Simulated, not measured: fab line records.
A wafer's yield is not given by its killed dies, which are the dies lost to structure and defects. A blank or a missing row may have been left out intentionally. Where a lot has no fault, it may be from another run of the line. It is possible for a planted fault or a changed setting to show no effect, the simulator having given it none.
Which tool did it? :: flow nand_harc :: 72 wafers from 24 lots sampled at 6 of the route's 1302 steps

== WHAT THE GAUGES READ, wafer by wafer ==
NHARC_A_BLC_OVL_MEAS_11.
lot: L076
measured: day 22 11:49
on: overlay-01
overlay_x_nm (nm): 1.1 1.0 -0.2
overlay_y_nm (nm): 1.4 1.8 1.4

lot: L075
measured: day 22 13:02
on: overlay-01
overlay_x_nm (nm): -0.6 -1.0 -0.6
overlay_y_nm (nm): -0.3 -0.1 0.0

lot: L074
measured: day 23 00:59
on: overlay-01
overlay_x_nm (nm): -0.8 -0.7 -0.1
overlay_y_nm (nm): 0.3 0.1 0.3

lot: L077
measured: day 24 06:08
on: overlay-01
overlay_x_nm (nm): -0.1 -0.4 -0.6
overlay_y_nm (nm): 1.1 1.3 0.8

lot: L078
measured: day 24 07:29
on: overlay-01
overlay_x_nm (nm): 0.2 0.0 0.3
overlay_y_nm (nm): -0.2 -0.7 -0.1

lot: L080
measured: day 24 09:20
on: overlay-02
overlay_x_nm (nm): 0.1 -0.2 0.4
overlay_y_nm (nm): -0.7 -0.9 -0.7

lot: L079
measured: day 25 01:04
on: overlay-02
overlay_x_nm (nm): 0.6 0.1 0.2
overlay_y_nm (nm): 0.6 0.4 -0.1

lot: L081
measured: day 25 14:26
on: overlay-02
overlay_x_nm (nm): 0.0 0.2 0.2
overlay_y_nm (nm): 2.3 2.4 2.7

lot: L082
measured: day 26 09:25
on: overlay-01
overlay_x_nm (nm): -0.1 0.4 -0.4
overlay_y_nm (nm): 0.7 1.1 0.6

lot: L083
measured: day 26 10:09
on: overlay-01
overlay_x_nm (nm): 1.4 0.4 1.3
overlay_y_nm (nm): -1.4 -1.4 -0.8

lot: L084
measured: day 26 12:37
on: overlay-02
overlay_x_nm (nm): 1.9 2.1 2.7
overlay_y_nm (nm): 0.3 0.6 0.2

lot: L085
measured: day 27 03:41
on: overlay-01
overlay_x_nm (nm): -0.7 -1.3 -0.7
overlay_y_nm (nm): 0.4 -0.6 -0.3

lot: L086
measured: day 27 23:44
on: overlay-01
overlay_x_nm (nm): 0.2 1.0 1.2
overlay_y_nm (nm): -0.6 -0.3 -1.0

lot: L088
measured: day 28 01:17
on: overlay-01
overlay_x_nm (nm): -1.2 -1.4 -0.8
overlay_y_nm (nm): 0.5 0.0 0.4

lot: L089
measured: day 28 02:54
on: overlay-01
overlay_x_nm (nm): -0.8 -0.4 -0.6
overlay_y_nm (nm): -0.8 -0.6 -0.1

lot: L087
measured: day 28 01:50
on: overlay-02
overlay_x_nm (nm): -0.8 -1.1 -1.1
overlay_y_nm (nm): -1.2 -0.2 -0.9

lot: L091
measured: day 28 16:32
on: overlay-01
overlay_x_nm (nm): 0.4 0.1 0.7
overlay_y_nm (nm): 1.1 0.6 0.7

lot: L090
measured: day 28 21:12
on: overlay-02
overlay_x_nm (nm): 0.2 -0.3 -0.6
overlay_y_nm (nm): -1.1 -0.3 -0.9

lot: L092
measured: day 29 23:23
on: overlay-01
overlay_x_nm (nm): -0.8 -0.1 -0.5
overlay_y_nm (nm): -0.7 -0.5 -0.9

lot: L093
measured: day 30 00:07
on: overlay-02
overlay_x_nm (nm): -0.2 0.5 0.5
overlay_y_nm (nm): 1.0 0.6 1.0

lot: L094
measured: day 31 00:26
on: overlay-02
overlay_x_nm (nm): -0.4 -0.7 -0.4
overlay_y_nm (nm): 0.7 0.2 0.1

lot: L095
measured: day 31 04:04
on: overlay-01
overlay_x_nm (nm): 0.6 0.8 0.9
overlay_y_nm (nm): 0.0 0.2 1.0

lot: L096
measured: day 31 05:01
on: overlay-01
overlay_x_nm (nm): -1.6 -1.3 -0.6
overlay_y_nm (nm): 0.4 0.2 0.3

lot: L097
measured: day 32 09:57
on: overlay-02
overlay_x_nm (nm): -0.9 -0.3 0.1
overlay_y_nm (nm): -1.5 -1.5 -2.1

== TOOL THAT RAN EACH LOT (tool first, then ch and the chambers of the sampled wafers, then the start) ==
lot: L076
NHARC_A_CONTACT_ETCH_116: har_cap_etch-03 ch 0,1, day 21 13:10
NHARC_A_CONTACT_ETCH_132: har_cap_etch-02 ch 0,1, day 22 00:53
NHARC_A_CONTACT_ETCH_91: rie_diel-07 ch 0,1,3, day 22 01:50
NHARC_A_CONTACT_ETCH_89: rie_diel-02 ch 1,2, day 22 08:02 or earlier
NHARC_A_CONTACT_ETCH_139: har_cap_etch-03 ch 0,1, day 22 08:02

lot: L075
NHARC_A_CONTACT_ETCH_116: har_cap_etch-01 ch 0,1, day 21 14:40
NHARC_A_CONTACT_ETCH_132: har_cap_etch-03 ch 0,1, day 22 01:50
NHARC_A_CONTACT_ETCH_91: rie_diel-02 ch 1,2,3, day 22 02:48
NHARC_A_CONTACT_ETCH_89: rie_diel-02 ch 0,2,3, day 22 09:03 or earlier
NHARC_A_CONTACT_ETCH_139: har_cap_etch-02 ch 0,1, day 22 09:03

lot: L074
NHARC_A_CONTACT_ETCH_116: har_cap_etch-02 ch 0,1, day 22 02:22
NHARC_A_CONTACT_ETCH_132: har_cap_etch-01 ch 0,1, day 22 13:23
NHARC_A_CONTACT_ETCH_91: rie_diel-02 ch 0,1,2, day 22 14:31
NHARC_A_CONTACT_ETCH_89: rie_diel-02 ch 0,1, day 22 21:01 or earlier
NHARC_A_CONTACT_ETCH_139: har_cap_etch-03 ch 0,1, day 22 21:01

lot: L077
NHARC_A_CONTACT_ETCH_116: har_cap_etch-02 ch 0,1, day 23 07:20
NHARC_A_CONTACT_ETCH_132: har_cap_etch-02 ch 1, day 23 17:53
NHARC_A_CONTACT_ETCH_91: rie_diel-13 ch 0,3, day 23 18:50
NHARC_A_CONTACT_ETCH_89: rie_diel-02 ch 0,2,3, day 24 02:16 or earlier
NHARC_A_CONTACT_ETCH_139: har_cap_etch-01 ch 0, day 24 02:16

lot: L078
NHARC_A_CONTACT_ETCH_116: har_cap_etch-01 ch 0,1, day 23 10:05
NHARC_A_CONTACT_ETCH_132: har_cap_etch-01 ch 0,1, day 23 20:31
NHARC_A_CONTACT_ETCH_91: rie_diel-13 ch 0,1,2, day 23 21:28
NHARC_A_CONTACT_ETCH_89: rie_diel-13 ch 1,2, day 24 03:44 or earlier
NHARC_A_CONTACT_ETCH_139: har_cap_etch-03 ch 0,1, day 24 03:44

lot: L080
NHARC_A_CONTACT_ETCH_116: har_cap_etch-03 ch 0,1, day 23 10:17
NHARC_A_CONTACT_ETCH_132: har_cap_etch-03 ch 0,1, day 23 21:04
NHARC_A_CONTACT_ETCH_91: rie_diel-07 ch 0,3, day 23 22:01
NHARC_A_CONTACT_ETCH_89: rie_diel-02 ch 1,2, day 24 05:38 or earlier
NHARC_A_CONTACT_ETCH_139: har_cap_etch-01 ch 0,1, day 24 05:38

lot: L079
NHARC_A_CONTACT_ETCH_116: har_cap_etch-02 ch 0,1, day 24 01:43
NHARC_A_CONTACT_ETCH_132: har_cap_etch-02 ch 0, day 24 13:53
NHARC_A_CONTACT_ETCH_91: rie_diel-02 ch 0,3, day 24 14:50
NHARC_A_CONTACT_ETCH_89: rie_diel-13 ch 2,3, day 24 18:46
NHARC_A_CONTACT_ETCH_139: har_cap_etch-01 ch 1, day 24 21:01

lot: L081
NHARC_A_CONTACT_ETCH_116: har_cap_etch-03 ch 0,1, day 24 13:40
NHARC_A_CONTACT_ETCH_132: har_cap_etch-02 ch 0,1, day 25 00:05
NHARC_A_CONTACT_ETCH_91: rie_diel-13 ch 0,1,2, day 25 01:05
NHARC_A_CONTACT_ETCH_89: rie_diel-02 ch 1,2,3, day 25 10:33 or earlier
NHARC_A_CONTACT_ETCH_139: har_cap_etch-02 ch 1, day 25 10:33

lot: L082
NHARC_A_CONTACT_ETCH_116: har_cap_etch-03 ch 0,1, day 25 07:50
NHARC_A_CONTACT_ETCH_132: har_cap_etch-01 ch 0,1, day 25 18:21
NHARC_A_CONTACT_ETCH_91: rie_diel-02 ch 2,3, day 25 19:19
NHARC_A_CONTACT_ETCH_89: rie_diel-13 ch 1,2, day 26 05:43 or earlier
NHARC_A_CONTACT_ETCH_139: har_cap_etch-02 ch 0,1, day 26 05:43

lot: L083
NHARC_A_CONTACT_ETCH_116: har_cap_etch-01 ch 0,1, day 25 08:14
NHARC_A_CONTACT_ETCH_132: har_cap_etch-02 ch 0,1, day 25 19:41
NHARC_A_CONTACT_ETCH_91: rie_diel-02 ch 1,2,3, day 25 20:35
NHARC_A_CONTACT_ETCH_89: rie_diel-02 ch 1,2,3, day 26 06:07 or earlier
NHARC_A_CONTACT_ETCH_139: har_cap_etch-03 ch 0,1, day 26 06:07

lot: L084
NHARC_A_CONTACT_ETCH_116: har_cap_etch-03 ch 0,1, day 25 14:58
NHARC_A_CONTACT_ETCH_132: har_cap_etch-01 ch 0,1, day 26 01:28
NHARC_A_CONTACT_ETCH_91: rie_diel-13 ch 0,2, day 26 02:22
NHARC_A_CONTACT_ETCH_89: rie_diel-13 ch 0,2,3, day 26 09:01 or earlier
NHARC_A_CONTACT_ETCH_139: har_cap_etch-01 ch 0,1, day 26 09:01

lot: L085
NHARC_A_CONTACT_ETCH_116: har_cap_etch-03 ch 0,1, day 25 23:56
NHARC_A_CONTACT_ETCH_132: har_cap_etch-02 ch 0,1, day 26 10:58
NHARC_A_CONTACT_ETCH_91: rie_diel-02 ch 2,3, day 26 12:05
NHARC_A_CONTACT_ETCH_89: rie_diel-02 ch 0,3, day 27 00:09 or earlier
NHARC_A_CONTACT_ETCH_139: har_cap_etch-01 ch 0,1, day 27 00:09

lot: L086
NHARC_A_CONTACT_ETCH_116: har_cap_etch-03 ch 0,1, day 26 16:29
NHARC_A_CONTACT_ETCH_132: har_cap_etch-02 ch 0,1, day 27 10:42
NHARC_A_CONTACT_ETCH_91: rie_diel-13 ch 0,2,3, day 27 11:40
NHARC_A_CONTACT_ETCH_89: rie_diel-02 ch 1,2,3, day 27 19:59 or earlier
NHARC_A_CONTACT_ETCH_139: har_cap_etch-01 ch 0,1, day 27 19:59

lot: L088
NHARC_A_CONTACT_ETCH_116: har_cap_etch-01 ch 0,1, day 26 16:40
NHARC_A_CONTACT_ETCH_132: har_cap_etch-03 ch 0,1, day 27 11:22
NHARC_A_CONTACT_ETCH_91: rie_diel-13 ch 1,3, day 27 12:18
NHARC_A_CONTACT_ETCH_89: rie_diel-02 ch 2,3, day 27 21:32 or earlier
NHARC_A_CONTACT_ETCH_139: har_cap_etch-01 ch 0, day 27 21:32

lot: L089
NHARC_A_CONTACT_ETCH_116: har_cap_etch-02 ch 0,1, day 26 20:55
NHARC_A_CONTACT_ETCH_132: har_cap_etch-02 ch 0,1, day 27 14:18
NHARC_A_CONTACT_ETCH_91: rie_diel-07 ch 1,2,3, day 27 15:16
NHARC_A_CONTACT_ETCH_89: rie_diel-13 ch 0,1,3, day 27 23:13 or earlier
NHARC_A_CONTACT_ETCH_139: har_cap_etch-01 ch 0,1, day 27 23:13

lot: L087
NHARC_A_CONTACT_ETCH_116: har_cap_etch-03 ch 0,1, day 26 21:58
NHARC_A_CONTACT_ETCH_132: har_cap_etch-01 ch 0,1, day 27 14:08
NHARC_A_CONTACT_ETCH_91: rie_diel-02 ch 0,1,3, day 27 15:05
NHARC_A_CONTACT_ETCH_89: rie_diel-02 ch 0,1,2, day 27 22:12 or earlier
NHARC_A_CONTACT_ETCH_139: har_cap_etch-03 ch 0,1, day 27 22:12

lot: L091
NHARC_A_CONTACT_ETCH_116: har_cap_etch-03 ch 1, day 27 18:59
NHARC_A_CONTACT_ETCH_132: har_cap_etch-03 ch 0,1, day 28 05:39
NHARC_A_CONTACT_ETCH_91: rie_diel-02 ch 0,1, day 28 06:35
NHARC_A_CONTACT_ETCH_89: rie_diel-02 ch 1,2,3, day 28 12:41 or earlier
NHARC_A_CONTACT_ETCH_139: har_cap_etch-01 ch 0,1, day 28 12:41

lot: L090
NHARC_A_CONTACT_ETCH_116: har_cap_etch-02 ch 0,1, day 27 20:20
NHARC_A_CONTACT_ETCH_132: har_cap_etch-02 ch 0,1, day 28 08:16
NHARC_A_CONTACT_ETCH_91: rie_diel-02 ch 0,1,3, day 28 09:26
NHARC_A_CONTACT_ETCH_89: rie_diel-07 ch 0,2,3, day 28 17:29 or earlier
NHARC_A_CONTACT_ETCH_139: har_cap_etch-03 ch 0,1, day 28 17:29

lot: L092
NHARC_A_CONTACT_ETCH_116: har_cap_etch-02 ch 0,1, day 29 00:42
NHARC_A_CONTACT_ETCH_132: har_cap_etch-03 ch 0, day 29 12:29
NHARC_A_CONTACT_ETCH_91: rie_diel-02 ch 0,2,3, day 29 13:27
NHARC_A_CONTACT_ETCH_89: rie_diel-02 ch 1,3, day 29 19:43 or earlier
NHARC_A_CONTACT_ETCH_139: har_cap_etch-01 ch 0,1, day 29 19:43

lot: L093
NHARC_A_CONTACT_ETCH_116: har_cap_etch-01 ch 0,1, day 29 01:32
NHARC_A_CONTACT_ETCH_132: har_cap_etch-02 ch 0,1, day 29 13:02
NHARC_A_CONTACT_ETCH_91: rie_diel-13 ch 0,2,3, day 29 13:59
NHARC_A_CONTACT_ETCH_89: rie_diel-07 ch 0,2,3, day 29 20:18 or earlier
NHARC_A_CONTACT_ETCH_139: har_cap_etch-03 ch 0,1, day 29 20:18

lot: L094
NHARC_A_CONTACT_ETCH_116: har_cap_etch-02 ch 0,1, day 30 01:30
NHARC_A_CONTACT_ETCH_132: har_cap_etch-02 ch 0,1, day 30 11:54
NHARC_A_CONTACT_ETCH_91: rie_diel-02 ch 1,2,3, day 30 12:52
NHARC_A_CONTACT_ETCH_89: rie_diel-07 ch 1,2,3, day 30 20:46 or earlier
NHARC_A_CONTACT_ETCH_139: har_cap_etch-02 ch 0,1, day 30 20:46

lot: L095
NHARC_A_CONTACT_ETCH_116: har_cap_etch-01 ch 0,1, day 30 05:01
NHARC_A_CONTACT_ETCH_132: har_cap_etch-01 ch 0,1, day 30 17:13
NHARC_A_CONTACT_ETCH_91: rie_diel-02 ch 1,2,3, day 30 18:10
NHARC_A_CONTACT_ETCH_89: rie_diel-02 ch 0,3, day 31 00:27 or earlier
NHARC_A_CONTACT_ETCH_139: har_cap_etch-01 ch 0,1, day 31 00:27

lot: L096
NHARC_A_CONTACT_ETCH_116: har_cap_etch-03 ch 0,1, day 30 05:16
NHARC_A_CONTACT_ETCH_132: har_cap_etch-03 ch 0,1, day 30 18:08
NHARC_A_CONTACT_ETCH_91: rie_diel-02 ch 1,3, day 30 19:05
NHARC_A_CONTACT_ETCH_89: rie_diel-07 ch 0,1,3, day 31 01:12 or earlier
NHARC_A_CONTACT_ETCH_139: har_cap_etch-03 ch 0,1, day 31 01:12

lot: L097
NHARC_A_CONTACT_ETCH_116: har_cap_etch-02 ch 0,1, day 31 06:54
NHARC_A_CONTACT_ETCH_132: har_cap_etch-03 ch 0, day 31 17:23
NHARC_A_CONTACT_ETCH_91: rie_diel-02 ch 0,2,3, day 31 18:19
NHARC_A_CONTACT_ETCH_89: rie_diel-13 ch 0,2,3, day 32 06:07 or earlier
NHARC_A_CONTACT_ETCH_139: har_cap_etch-03 ch 0,1, day 32 06:07
- NHARC_A_CONTACT_ETCH_116: etches the open film in C4F8/O2/Ar, time 190 s, target depth 1850 nm.
- NHARC_A_CONTACT_ETCH_132: etches the open film in C4F8/O2/Ar, time 197 s, target depth 1924 nm.
- NHARC_A_CONTACT_ETCH_91: etches the open film in CH3F/O2, target depth 40 nm, time 85.7 s.
- NHARC_A_CONTACT_ETCH_89: etches the open film in N2/H2, target depth 260 nm, time 475.3 s.
- NHARC_A_CONTACT_ETCH_139: etches the open film in C4F8/O2/Ar, time 195 s, target depth 840 nm.

== WHAT THE TOOLS THEMSELVES READ (means of the sampled wafers that have a number; where no wafer has one, the mark that the record gives instead) ==
NHARC_A_CONTACT_ETCH_91.
lot: L076
tool: rie_diel-07
drypump_motor_current_A (A): 6.01
o2_flow_sccm (sccm): 29.92
oes_product_au (a.u.): 0.928
rf_vpp_V (V): 244.7
showerhead_plenum_p_Torr (Torr): 2.52
throttle_valve_pct (%): 20.665

lot: L075
tool: rie_diel-02
drypump_motor_current_A (A): 6.01
o2_flow_sccm (sccm): 29.99
oes_product_au (a.u.): 0.925
rf_vpp_V (V): 245.2
showerhead_plenum_p_Torr (Torr): 2.50
throttle_valve_pct (%): 20.664

lot: L074
tool: rie_diel-02
drypump_motor_current_A (A): 6.22
o2_flow_sccm (sccm): 30.06
oes_product_au (a.u.): 0.937
rf_vpp_V (V): 246.7
showerhead_plenum_p_Torr (Torr): 2.62
throttle_valve_pct (%): 20.664

lot: L077
tool: rie_diel-13
drypump_motor_current_A (A): 6.19
o2_flow_sccm (sccm): 30.17
oes_product_au (a.u.): 0.932
rf_vpp_V (V): 242.3
showerhead_plenum_p_Torr (Torr): 2.31
throttle_valve_pct (%): 20.663

lot: L078
tool: rie_diel-13
drypump_motor_current_A (A): 6.38
o2_flow_sccm (sccm): 30.03
oes_product_au (a.u.): 0.926
rf_vpp_V (V): 245.0
showerhead_plenum_p_Torr (Torr): 2.50
throttle_valve_pct (%): 20.668

lot: L080
tool: rie_diel-07
drypump_motor_current_A (A): 6.11
o2_flow_sccm (sccm): 29.96
oes_product_au (a.u.): 0.927
rf_vpp_V (V): 246.5
showerhead_plenum_p_Torr (Torr): 2.60
throttle_valve_pct (%): 20.672

lot: L079
tool: rie_diel-02
drypump_motor_current_A (A): 6.03
o2_flow_sccm (sccm): 30.06
oes_product_au (a.u.): 0.940
rf_vpp_V (V): 245.1
showerhead_plenum_p_Torr (Torr): 2.53
throttle_valve_pct (%): 20.658

lot: L081
tool: rie_diel-13
drypump_motor_current_A (A): 6.38
o2_flow_sccm (sccm): 30.06
oes_product_au (a.u.): 0.933
rf_vpp_V (V): 245.2
showerhead_plenum_p_Torr (Torr): 2.50
throttle_valve_pct (%): 20.661

lot: L082
tool: rie_diel-02
drypump_motor_current_A (A): 5.88
o2_flow_sccm (sccm): 30.00
oes_product_au (a.u.): 0.927
rf_vpp_V (V): 242.5
showerhead_plenum_p_Torr (Torr): 2.37
throttle_valve_pct (%): 20.661

lot: L083
tool: rie_diel-02
drypump_motor_current_A (A): 6.01
o2_flow_sccm (sccm): 29.94
oes_product_au (a.u.): 0.936
rf_vpp_V (V): 244.1
showerhead_plenum_p_Torr (Torr): 2.49
throttle_valve_pct (%): 20.658

lot: L084
tool: rie_diel-13
drypump_motor_current_A (A): 6.40
o2_flow_sccm (sccm): 29.95
oes_product_au (a.u.): 0.927
rf_vpp_V (V): 242.8
showerhead_plenum_p_Torr (Torr): 2.42
throttle_valve_pct (%): 20.674

lot: L085
tool: rie_diel-02
drypump_motor_current_A (A): 5.85
o2_flow_sccm (sccm): 29.99
oes_product_au (a.u.): 0.932
rf_vpp_V (V): 242.2
showerhead_plenum_p_Torr (Torr): 2.37
throttle_valve_pct (%): 20.677

lot: L086
tool: rie_diel-13
drypump_motor_current_A (A): 6.25
o2_flow_sccm (sccm): 29.98
oes_product_au (a.u.): 0.921
rf_vpp_V (V): 244.0
showerhead_plenum_p_Torr (Torr): 2.41
throttle_valve_pct (%): 20.672

lot: L088
tool: rie_diel-13
drypump_motor_current_A (A): 6.32
o2_flow_sccm (sccm): 29.98
oes_product_au (a.u.): 0.928
rf_vpp_V (V): 244.7
showerhead_plenum_p_Torr (Torr): 2.45
throttle_valve_pct (%): 20.662

lot: L089
tool: rie_diel-07
drypump_motor_current_A (A): 5.94
o2_flow_sccm (sccm): 29.92
oes_product_au (a.u.): 0.924
rf_vpp_V (V): 244.1
showerhead_plenum_p_Torr (Torr): 2.42
throttle_valve_pct (%): 20.667

lot: L087
tool: rie_diel-02
drypump_motor_current_A (A): 5.95
o2_flow_sccm (sccm): 30.00
oes_product_au (a.u.): 0.926
rf_vpp_V (V): 245.3
showerhead_plenum_p_Torr (Torr): 2.52
throttle_valve_pct (%): 20.671

lot: L091
tool: rie_diel-02
drypump_motor_current_A (A): 6.15
o2_flow_sccm (sccm): 30.05
oes_product_au (a.u.): 0.928
rf_vpp_V (V): 247.2
showerhead_plenum_p_Torr (Torr): 2.64
throttle_valve_pct (%): 20.663

lot: L090
tool: rie_diel-02
drypump_motor_current_A (A): 5.95
o2_flow_sccm (sccm): 30.03
oes_product_au (a.u.): 0.923
rf_vpp_V (V): 244.3
showerhead_plenum_p_Torr (Torr): 2.52
throttle_valve_pct (%): 20.674

lot: L092
tool: rie_diel-02
drypump_motor_current_A (A): 6.08
o2_flow_sccm (sccm): 29.97
oes_product_au (a.u.): 0.933
rf_vpp_V (V): 244.4
showerhead_plenum_p_Torr (Torr): 2.49
throttle_valve_pct (%): 20.660

lot: L093
tool: rie_diel-13
drypump_motor_current_A (A): 6.29
o2_flow_sccm (sccm): 30.06
oes_product_au (a.u.): 0.917
rf_vpp_V (V): 243.3
showerhead_plenum_p_Torr (Torr): 2.41
throttle_valve_pct (%): 20.666

lot: L094
tool: rie_diel-02
drypump_motor_current_A (A): 6.01
o2_flow_sccm (sccm): 29.99
oes_product_au (a.u.): 0.936
rf_vpp_V (V): 244.4
showerhead_plenum_p_Torr (Torr): 2.48
throttle_valve_pct (%): 20.666

lot: L095
tool: rie_diel-02
drypump_motor_current_A (A): 6.02
o2_flow_sccm (sccm): 30.05
oes_product_au (a.u.): 0.929
rf_vpp_V (V): 245.3
showerhead_plenum_p_Torr (Torr): 2.48
throttle_valve_pct (%): 20.664

lot: L096
tool: rie_diel-02
drypump_motor_current_A (A): 5.87
o2_flow_sccm (sccm): 29.90
oes_product_au (a.u.): 0.928
rf_vpp_V (V): 244.6
showerhead_plenum_p_Torr (Torr): 2.51
throttle_valve_pct (%): 20.661

lot: L097
tool: rie_diel-02
drypump_motor_current_A (A): 6.07
o2_flow_sccm (sccm): 30.01
oes_product_au (a.u.): 0.933
rf_vpp_V (V): 244.6
showerhead_plenum_p_Torr (Torr): 2.48
throttle_valve_pct (%): 20.672

NHARC_A_CONTACT_ETCH_89.
lot: L076
tool: rie_diel-02
drypump_motor_current_A (A): 6.12
h2_flow_sccm (sccm): 149.5
oes_product_au (a.u.): 1.002
rf_vpp_V (V): 434
showerhead_plenum_p_Torr (Torr): 2.18
throttle_valve_pct (%): 14.173

lot: L075
tool: rie_diel-02
drypump_motor_current_A (A): 6.07
h2_flow_sccm (sccm): 150.3
oes_product_au (a.u.): 1.003
rf_vpp_V (V): 432
showerhead_plenum_p_Torr (Torr): 2.08
throttle_valve_pct (%): 14.167

lot: L074
tool: rie_diel-02
drypump_motor_current_A (A): 6.16
h2_flow_sccm (sccm): 150.5
oes_product_au (a.u.): 1.005
rf_vpp_V (V): 435
showerhead_plenum_p_Torr (Torr): 2.21
throttle_valve_pct (%): 14.168

lot: L077
tool: rie_diel-02
drypump_motor_current_A (A): 6.07
h2_flow_sccm (sccm): 149.8
oes_product_au (a.u.): 1.004
rf_vpp_V (V): 432
showerhead_plenum_p_Torr (Torr): 2.07
throttle_valve_pct (%): 14.173

lot: L078
tool: rie_diel-13
drypump_motor_current_A (A): 6.35
h2_flow_sccm (sccm): 150.2
oes_product_au (a.u.): 0.997
rf_vpp_V (V): 434
showerhead_plenum_p_Torr (Torr): 2.14
throttle_valve_pct (%): 14.169

lot: L080
tool: rie_diel-02
drypump_motor_current_A (A): 6.13
h2_flow_sccm (sccm): 149.6
oes_product_au (a.u.): 0.995
rf_vpp_V (V): 434
showerhead_plenum_p_Torr (Torr): 2.17
throttle_valve_pct (%): 14.168

lot: L079
tool: rie_diel-13
drypump_motor_current_A (A): 6.19
h2_flow_sccm (sccm): 150.1
oes_product_au (a.u.): 0.989
rf_vpp_V (V): 432
showerhead_plenum_p_Torr (Torr): 2.10
throttle_valve_pct (%): 14.171

lot: L081
tool: rie_diel-02
drypump_motor_current_A (A): 5.99
h2_flow_sccm (sccm): 150.2
oes_product_au (a.u.): 0.996
rf_vpp_V (V): 431
showerhead_plenum_p_Torr (Torr): 2.07
throttle_valve_pct (%): 14.170

lot: L082
tool: rie_diel-13
drypump_motor_current_A (A): 6.30
h2_flow_sccm (sccm): 150.0
oes_product_au (a.u.): 1.002
rf_vpp_V (V): 434
showerhead_plenum_p_Torr (Torr): 2.16
throttle_valve_pct (%): 14.171

lot: L083
tool: rie_diel-02
drypump_motor_current_A (A): 5.99
h2_flow_sccm (sccm): 150.5
oes_product_au (a.u.): 1.002
rf_vpp_V (V): 432
showerhead_plenum_p_Torr (Torr): 2.06
throttle_valve_pct (%): 14.170

lot: L084
tool: rie_diel-13
drypump_motor_current_A (A): 6.29
h2_flow_sccm (sccm): 150.2
oes_product_au (a.u.): 1.001
rf_vpp_V (V): 429
showerhead_plenum_p_Torr (Torr): 2.00
throttle_valve_pct (%): 14.171

lot: L085
tool: rie_diel-02
drypump_motor_current_A (A): 5.80
h2_flow_sccm (sccm): 150.9
oes_product_au (a.u.): 1.016
rf_vpp_V (V): 428
showerhead_plenum_p_Torr (Torr): 1.99
throttle_valve_pct (%): 14.170

lot: L086
tool: rie_diel-02
drypump_motor_current_A (A): 6.02
h2_flow_sccm (sccm): 150.5
oes_product_au (a.u.): 1.009
rf_vpp_V (V): 431
showerhead_plenum_p_Torr (Torr): 2.06
throttle_valve_pct (%): 14.172

lot: L088
tool: rie_diel-02
drypump_motor_current_A (A): 5.85
h2_flow_sccm (sccm): 149.7
oes_product_au (a.u.): 1.011
rf_vpp_V (V): 428
showerhead_plenum_p_Torr (Torr): 1.96
throttle_valve_pct (%): 14.176

lot: L089
tool: rie_diel-13
drypump_motor_current_A (A): 6.31
h2_flow_sccm (sccm): 150.9
oes_product_au (a.u.): 0.996
rf_vpp_V (V): 427
showerhead_plenum_p_Torr (Torr): 1.97
throttle_valve_pct (%): 14.166

lot: L087
tool: rie_diel-02
drypump_motor_current_A (A): 6.22
h2_flow_sccm (sccm): 150.0
oes_product_au (a.u.): 1.005
rf_vpp_V (V): 433
showerhead_plenum_p_Torr (Torr): 2.17
throttle_valve_pct (%): 14.169

lot: L091
tool: rie_diel-02
drypump_motor_current_A (A): 6.01
h2_flow_sccm (sccm): 150.0
oes_product_au (a.u.): 0.993
rf_vpp_V (V): 431
showerhead_plenum_p_Torr (Torr): 2.06
throttle_valve_pct (%): 14.163

lot: L090
tool: rie_diel-07
drypump_motor_current_A (A): 6.04
h2_flow_sccm (sccm): 150.2
oes_product_au (a.u.): 1.008
rf_vpp_V (V): 433
showerhead_plenum_p_Torr (Torr): 2.10
throttle_valve_pct (%): 14.174

lot: L092
tool: rie_diel-02
drypump_motor_current_A (A): 5.74
h2_flow_sccm (sccm): 150.1
oes_product_au (a.u.): 1.008
rf_vpp_V (V): 429
showerhead_plenum_p_Torr (Torr): 1.98
throttle_valve_pct (%): 14.163

lot: L093
tool: rie_diel-07
drypump_motor_current_A (A): 6.05
h2_flow_sccm (sccm): 149.6
oes_product_au (a.u.): 1.008
rf_vpp_V (V): 432
showerhead_plenum_p_Torr (Torr): 2.10
throttle_valve_pct (%): 14.164

lot: L094
tool: rie_diel-07
drypump_motor_current_A (A): 5.93
h2_flow_sccm (sccm): 150.0
oes_product_au (a.u.): 1.004
rf_vpp_V (V): 429
showerhead_plenum_p_Torr (Torr): 2.00
throttle_valve_pct (%): 14.182

lot: L095
tool: rie_diel-02
drypump_motor_current_A (A): 5.82
h2_flow_sccm (sccm): 150.6
oes_product_au (a.u.): 1.014
rf_vpp_V (V): 429
showerhead_plenum_p_Torr (Torr): 1.99
throttle_valve_pct (%): 14.169

lot: L096
tool: rie_diel-07
drypump_motor_current_A (A): 6.00
h2_flow_sccm (sccm): 150.0
oes_product_au (a.u.): 0.997
rf_vpp_V (V): 432
showerhead_plenum_p_Torr (Torr): 2.06
throttle_valve_pct (%): 14.164

lot: L097
tool: rie_diel-13
drypump_motor_current_A (A): 6.27
h2_flow_sccm (sccm): 149.9
oes_product_au (a.u.): 0.998
rf_vpp_V (V): 429
showerhead_plenum_p_Torr (Torr): 1.99
throttle_valve_pct (%): 14.180

== THE ANSWER, worked out from the rows above alone ==
Rule: usual is defined by the lots themselves. Put in order of their means at a reading, lots are off if they are a third of the lots or fewer, leave a main group of 4 or more, and stand apart from it by a gap of 3 or more times the standard deviation of the main group's means; of several such gaps the widest counts. If all means in a main group match to the digits the tables above print for the reading, that group is not used. Also off: a lot with no number at a reading for which 4 or more lots have one. Where the step has rows for the other lots, those lots are counted as sound. After the gauges, taken in route order, come the tools' own readings; for these a lot's mean is taken, as printed above. The first step at which some lot is off is used, and at that step the reading that is off furthest; a lot without a number counts as furthest.
None of the lots is off at any reading shown; this tells nothing.

== WHAT HAD BEEN PUT IN BY THE SIMULATOR ==
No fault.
